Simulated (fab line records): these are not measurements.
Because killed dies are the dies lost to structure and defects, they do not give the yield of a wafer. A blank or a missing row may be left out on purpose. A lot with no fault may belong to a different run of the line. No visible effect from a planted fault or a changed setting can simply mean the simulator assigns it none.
Matching of chambers :: flow n5-finfet :: 4 sister chambers for N5_GATE_CUT_ETCH_19 on rie-diel-04
The step etches SiNx in CH3F/O2, target depth 53.7 nm, time 76.7 s. 20 wafers are shown with their chamber, then 10 later ones without.

WAFERS WITH THEIR CHAMBER
wafer: L076.2
chamber: 2
drypump-motor-current-A (A): 4.9
showerhead-plenum-p-Torr (Torr): 2.06
throttle-valve-pct (%): 16.24

wafer: L076.3
chamber: 3
drypump-motor-current-A (A): 5.9
showerhead-plenum-p-Torr (Torr): 1.90
throttle-valve-pct (%): 16.37

wafer: L076.4
chamber: 0
drypump-motor-current-A (A): 5.3
showerhead-plenum-p-Torr (Torr): 2.09
throttle-valve-pct (%): 16.36

wafer: L078.1
chamber: 1
drypump-motor-current-A (A): 6.2
showerhead-plenum-p-Torr (Torr): 2.08
throttle-valve-pct (%): 16.07

wafer: L078.2
chamber: 3
drypump-motor-current-A (A): 5.9
showerhead-plenum-p-Torr (Torr): 1.89
throttle-valve-pct (%): 16.37

wafer: L078.4
chamber: 0
drypump-motor-current-A (A): 5.3
showerhead-plenum-p-Torr (Torr): 2.09
throttle-valve-pct (%): 16.36

wafer: L080.1
chamber: 0
drypump-motor-current-A (A): 5.3
showerhead-plenum-p-Torr (Torr): 2.09
throttle-valve-pct (%): 16.40

wafer: L080.2
chamber: 2
drypump-motor-current-A (A): 4.9
showerhead-plenum-p-Torr (Torr): 2.05
throttle-valve-pct (%): 16.25

wafer: L080.5
chamber: 1
drypump-motor-current-A (A): 6.3
showerhead-plenum-p-Torr (Torr): 2.08
throttle-valve-pct (%): 16.07

wafer: L081.2
chamber: 1
drypump-motor-current-A (A): 6.2
showerhead-plenum-p-Torr (Torr): 2.08
throttle-valve-pct (%): 16.07

wafer: L081.3
chamber: 2
drypump-motor-current-A (A): 4.9
showerhead-plenum-p-Torr (Torr): 2.06
throttle-valve-pct (%): 16.27

wafer: L081.6
chamber: 3
drypump-motor-current-A (A): 5.9
showerhead-plenum-p-Torr (Torr): 1.89
throttle-valve-pct (%): 16.38

wafer: L082.1
chamber: 2
drypump-motor-current-A (A): 4.9
showerhead-plenum-p-Torr (Torr): 2.05
throttle-valve-pct (%): 16.25

wafer: L082.4
chamber: 0
drypump-motor-current-A (A): 5.3
showerhead-plenum-p-Torr (Torr): 2.09
throttle-valve-pct (%): 16.39

wafer: L082.5
chamber: 2
drypump-motor-current-A (A): 4.9
showerhead-plenum-p-Torr (Torr): 2.05
throttle-valve-pct (%): 16.26

wafer: L085.1
chamber: 0
drypump-motor-current-A (A): 5.3
showerhead-plenum-p-Torr (Torr): 2.09
throttle-valve-pct (%): 16.39

wafer: L085.3
chamber: 1
drypump-motor-current-A (A): 6.3
showerhead-plenum-p-Torr (Torr): 2.07
throttle-valve-pct (%): 16.10

wafer: L085.5
chamber: 0
drypump-motor-current-A (A): 5.3
showerhead-plenum-p-Torr (Torr): 2.09
throttle-valve-pct (%): 16.38

wafer: L086.1
chamber: 1
drypump-motor-current-A (A): 6.3
showerhead-plenum-p-Torr (Torr): 2.07
throttle-valve-pct (%): 16.09

wafer: L086.2
chamber: 0
drypump-motor-current-A (A): 5.3
showerhead-plenum-p-Torr (Torr): 2.08
throttle-valve-pct (%): 16.39

SIGNATURES, as means of the wafers listed above
reading: drypump-motor-current-A
chamber 0: 5.300
chamber 1: 6.260
chamber 2: 4.900
chamber 3: 5.900
scatter within a chamber: 0.0274

reading: showerhead-plenum-p-Torr
chamber 0: 2.0886
chamber 1: 2.0760
chamber 2: 2.0540
chamber 3: 1.8933
scatter within a chamber: 0.00495

reading: throttle-valve-pct
chamber 0: 16.3814
chamber 1: 16.0800
chamber 2: 16.2540
chamber 3: 16.3733
scatter within a chamber: 0.0134
Rule: a wafer lies at a distance from a chamber equal to the root of the sum of squares, over the readings, of (its reading less the chamber's mean, divided by the reading's scatter). If the next closest chamber is less than 2 further off than the closest, the wafer can't be placed; otherwise it belongs to the closest. The scatter: the root of (the sum of the squares of (reading less its chamber's mean) over the shown wafers, divided by (wafers less chambers)).

WAFERS WHOSE CHAMBER IS MISSING
wafer: L086.6
drypump-motor-current-A (A): 5.9
showerhead-plenum-p-Torr (Torr): 1.89
throttle-valve-pct (%): 16.40

wafer: L088.1
drypump-motor-current-A (A): 5.3
showerhead-plenum-p-Torr (Torr): 2.08
throttle-valve-pct (%): 16.41

wafer: L088.2
drypump-motor-current-A (A): 4.9
showerhead-plenum-p-Torr (Torr): 2.05
throttle-valve-pct (%): 16.27

wafer: L088.5
drypump-motor-current-A (A): 6.2
showerhead-plenum-p-Torr (Torr): 2.07
throttle-valve-pct (%): 16.12

wafer: L094.3
drypump-motor-current-A (A): 5.9
showerhead-plenum-p-Torr (Torr): 1.88
throttle-valve-pct (%): 16.42

wafer: L094.4
drypump-motor-current-A (A): 4.9
showerhead-plenum-p-Torr (Torr): 2.05
throttle-valve-pct (%): 16.28

wafer: L094.6
drypump-motor-current-A (A): 6.3
showerhead-plenum-p-Torr (Torr): 2.07
throttle-valve-pct (%): 16.13

wafer: L095.1
drypump-motor-current-A (A): 5.3
showerhead-plenum-p-Torr (Torr): 2.08
throttle-valve-pct (%): 16.43

wafer: L095.5
drypump-motor-current-A (A): 5.9
showerhead-plenum-p-Torr (Torr): 1.88
throttle-valve-pct (%): 16.45

wafer: L095.6
drypump-motor-current-A (A): 5.3
showerhead-plenum-p-Torr (Torr): 2.08
throttle-valve-pct (%): 16.43

EACH ONE'S CHAMBER
wafer: L086.6
from the rows above: 3
in truth: 3

wafer: L088.1
from the rows above: 0
in truth: 0

wafer: L088.2
from the rows above: 2
in truth: 2

wafer: L088.5
from the rows above: 1
in truth: 1

wafer: L094.3
from the rows above: 3
in truth: 3

wafer: L094.4
from the rows above: 2
in truth: 2

wafer: L094.6
from the rows above: 1
in truth: 1

wafer: L095.1
from the rows above: 0
in truth: 0

wafer: L095.5
from the rows above: 3
in truth: 3

wafer: L095.6
from the rows above: 0
in truth: 0
10 of 10 placed correctly. Left unplaced by these rows: 0. Placed wrongly: 0.
